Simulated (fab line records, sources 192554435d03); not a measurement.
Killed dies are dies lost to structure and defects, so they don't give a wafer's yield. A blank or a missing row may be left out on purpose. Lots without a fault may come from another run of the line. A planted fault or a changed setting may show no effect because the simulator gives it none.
Split-lot experiment | flow n5_finfet | 7 lots, 21 wafers read, on a route of 1938 steps

THE SPLIT
At N5_BEOL_M14_SPUTTER_44 (material Ta, target thk 15 nm, time 24.19 s), the setting power_w was moved away from the recipe's 15000 W on 2 of the 21 wafers read, by -5.9% to +11.7%. The other wafers ran this setting at the recipe's value.

The reading is taken at the split's own step.

THE READING
Ta_of_BEOL_M14_SPUTTER_44.thk_nm (the simulator's own value, which no gauge read), in nm, at N5_BEOL_M14_SPUTTER_44 (material Ta, target thk 15 nm, time 24.19 s). The file gives no usual value for it. The 19 wafers here that ran the recipe average 14.9 nm, standard deviation 0.19 nm.

wafer  | tool, chamber at the split | power_w as run, W | against the recipe | Ta_of_BEOL_M14_SPUTTER_44.thk_nm, nm | against lot-mates on the recipe
L074.1 | pvd_sputter-03, -          | 15000             | recipe             | 14.8                                 | -
L074.2 | pvd_sputter-03, -          | 15000             | recipe             | 14.8                                 | -
L074.3 | pvd_sputter-03, -          | 14120             | -5.9%              | 14.2                                 | -0.6
L076.1 | pvd_sputter-02, -          | 15000             | recipe             | 15                                   | -
L076.5 | pvd_sputter-02, -          | 15000             | recipe             | 14.8                                 | -
L076.6 | pvd_sputter-02, -          | 16750             | +11.7%             | 16.8                                 | +1.9
L080.2 | pvd_sputter-02, -          | 15000             | recipe             | 14.8                                 | -
L080.4 | pvd_sputter-02, -          | 15000             | recipe             | 14.8                                 | -
L080.5 | pvd_sputter-02, -          | 15000             | recipe             | 14.8                                 | -
L090.2 | pvd_sputter-01, -          | 15000             | recipe             | 14.6                                 | -
L090.3 | pvd_sputter-01, -          | 15000             | recipe             | 14.6                                 | -
L090.4 | pvd_sputter-01, -          | 15000             | recipe             | 14.6                                 | -
L089.2 | pvd_sputter-03, -          | 15000             | recipe             | 15.2                                 | -
L089.4 | pvd_sputter-03, -          | 15000             | recipe             | 15.2                                 | -
L089.6 | pvd_sputter-03, -          | 15000             | recipe             | 15.2                                 | -
L092.1 | pvd_sputter-03, -          | 15000             | recipe             | 15                                   | -
L092.6 | pvd_sputter-03, -          | 15000             | recipe             | 15                                   | -
L092.2 | pvd_sputter-03, -          | 15000             | recipe             | 14.8                                 | -
L093.2 | pvd_sputter-02, -          | 15000             | recipe             | 14.8                                 | -
L093.6 | pvd_sputter-02, -          | 15000             | recipe             | 14.8                                 | -
L093.3 | pvd_sputter-02, -          | 15000             | recipe             | 15                                   | -

THE FIT
A straight line over all 21 wafers: Ta_of_BEOL_M14_SPUTTER_44.thk_nm changes by +0.154 nm for each +1% of power_w; r = +0.92; the points scatter about the line by 0.19 nm.
The same after taking each lot's own level away (the mean of its wafers on the recipe; 21 wafers): +0.15 nm for each +1%; r = +0.98; scatter 0.093 nm.
On that fit, the largest move of power_w shifts the reading by 1.7 nm.
The lots' own levels span 14.60 to 15.20 nm, that is 3.2 times the standard deviation above.
So the lot-to-lot level changes the slope little: the two slopes agree.
Check: with one of the wafers moved furthest among these (+11.7%) left out of the fit, the line predicts +1.19 nm for it against its lot-mates. It came out at +1.9 nm against them.

OTHER SPLITS ON THESE WAFERS
These wafers also went through other splits before the reading. Each is held against what the fit with the lots' levels taken away leaves over:
other split on the same wafers | wafers away from the commonest value | r with Ta_of_BEOL_M14_SPUTTER_44.thk_nm (lot level and that fit taken away)
N5_BEOL_M14_ILD_DEP_00 temp_c  | 5                                    | +0.12
N5_BEOL_M14_EXPOSE_07 dose_mj  | 4                                    | +0.14

THE FILE'S OWN FIT
Ta_of_BEOL_M14_SPUTTER_44.thk_nm changes by +0.151 nm for each +1% of power_w, r = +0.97.
